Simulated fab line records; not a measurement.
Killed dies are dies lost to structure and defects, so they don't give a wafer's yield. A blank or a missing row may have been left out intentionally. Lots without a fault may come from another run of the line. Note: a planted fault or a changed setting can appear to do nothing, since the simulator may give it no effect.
Which tool did it?    flow n5_finfet    Sampling: 10 lots, 28 wafers, 4 of 1938 route steps

## WHAT EACH GAUGE READ, for each wafer
N5_FIN_CUT_CD_MEAS_08 targets a cd of 29.1 nm.
lot   measured     on         cd_nm (nm)
L388  day 2 14:31  cd_sem-01  29.41 28.96
L390  day 3 02:31  cd_sem-03  29.42 29.10 29.33
L392  day 3 14:27  cd_sem-01  29.31 29.36 29.40
L394  day 4 02:33  cd_sem-03  29.15 29.25
L396  day 4 15:04  cd_sem-02  29.08 28.95 29.00
L397  day 5 00:38  cd_sem-03  29.14 28.79 29.12
L401  day 6 01:03  cd_sem-01  29.17 29.00 28.88
L406  day 7 02:44  cd_sem-01  31.12 31.42 30.79
L407  day 7 08:41  cd_sem-02  30.46 30.82 30.47
L409  day 7 20:19  cd_sem-02  28.98 29.51 29.40

## EACH LOT AND THE TOOL THAT RAN IT (in order: tool; ch and the chambers of the sampled wafers; start)
lot   N5_FIN_SAQP_RECESS_71              N5_FIN_SAQP_HM_CD_35    N5_FIN_CUT_EXPOSE_05
L388  vapor_etch-02 ch 0, day 2 12:50    cd_sem-03, day 2 13:47  euv_scanner-02 ch 0, day 2 14:23
L390  vapor_etch-01 ch 0,1, day 3 00:58  cd_sem-02, day 3 01:54  euv_scanner-01 ch 0, day 3 02:23
L392  vapor_etch-02 ch 0, day 3 12:34    cd_sem-03, day 3 13:49  euv_scanner-01 ch 0, day 3 14:19
L394  vapor_etch-02 ch 1, day 4 00:51    cd_sem-02, day 4 01:48  euv_scanner-02 ch 0, day 4 02:25
L396  vapor_etch-02 ch 0,1, day 4 13:25  cd_sem-03, day 4 14:20  euv_scanner-01 ch 0, day 4 14:57
L397  vapor_etch-01 ch 1, day 4 22:35    cd_sem-01, day 5 00:01  euv_scanner-01 ch 0, day 5 00:30
L401  vapor_etch-01 ch 0,1, day 5 23:30  cd_sem-01, day 6 00:26  euv_scanner-02 ch 0, day 6 00:55
L406  vapor_etch-02 ch 1, day 7 01:07    cd_sem-03, day 7 02:07  euv_scanner-02 ch 0, day 7 02:37
L407  vapor_etch-01 ch 0,1, day 7 07:07  cd_sem-02, day 7 08:03  euv_scanner-02 ch 0, day 7 08:33
L409  vapor_etch-02 ch 0, day 7 18:38    cd_sem-03, day 7 19:34  euv_scanner-01 ch 0, day 7 20:11
- N5_FIN_SAQP_RECESS_71: chemistry HF/NH3, target SiO2, target depth 3 nm, afs cycles 1, sublimation time 60 s.
- N5_FIN_SAQP_HM_CD_35: target cd 8 nm.
- N5_FIN_CUT_EXPOSE_05: exposes mask FIN CUT.

## THE ANSWER, worked out from the rows above alone
Rule: what is usual is taken from the lots themselves. The widest of any qualifying gaps counts: lots, ordered by their means at a reading, are off when they make up no more than a third of the lots, leave a main group of 4 or more, and stand apart from it by 3 or more times the standard deviation of that group's means. The tables above print the reading to a certain number of digits; a main group whose means all agree to those digits is not used. A lot without any number at a reading at which 4 lots or more have one is off too. All remaining lots with rows at the step are treated as sound.
Off: L406, L407, at N5_FIN_CUT_CD_MEAS_08 (cd_nm). The main group: mean 29.17 nm, standard deviation 0.13.
A tool fits if, at a process step before that reading, it ran every lot that is off, and no sound lot after the first of them. The gauges at N5_FIN_CUT_CD_MEAS_08 are tried like those tools. One fits: N5_FIN_CUT_EXPOSE_05 on euv_scanner-02. Its last sound lot is L401 (day 6 00:55), its first lot that is off L406 (day 7 02:37): a fault that began between those two fits.

## WHAT HAD BEEN PUT IN BY THE SIMULATOR
Drift in process parameters on euv_scanner-02 at N5_FIN_CUT_EXPOSE_05, starting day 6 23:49. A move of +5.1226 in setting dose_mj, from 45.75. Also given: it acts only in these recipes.
Struck lots among those shown: L406, L407. The rule given above showed the same thing.
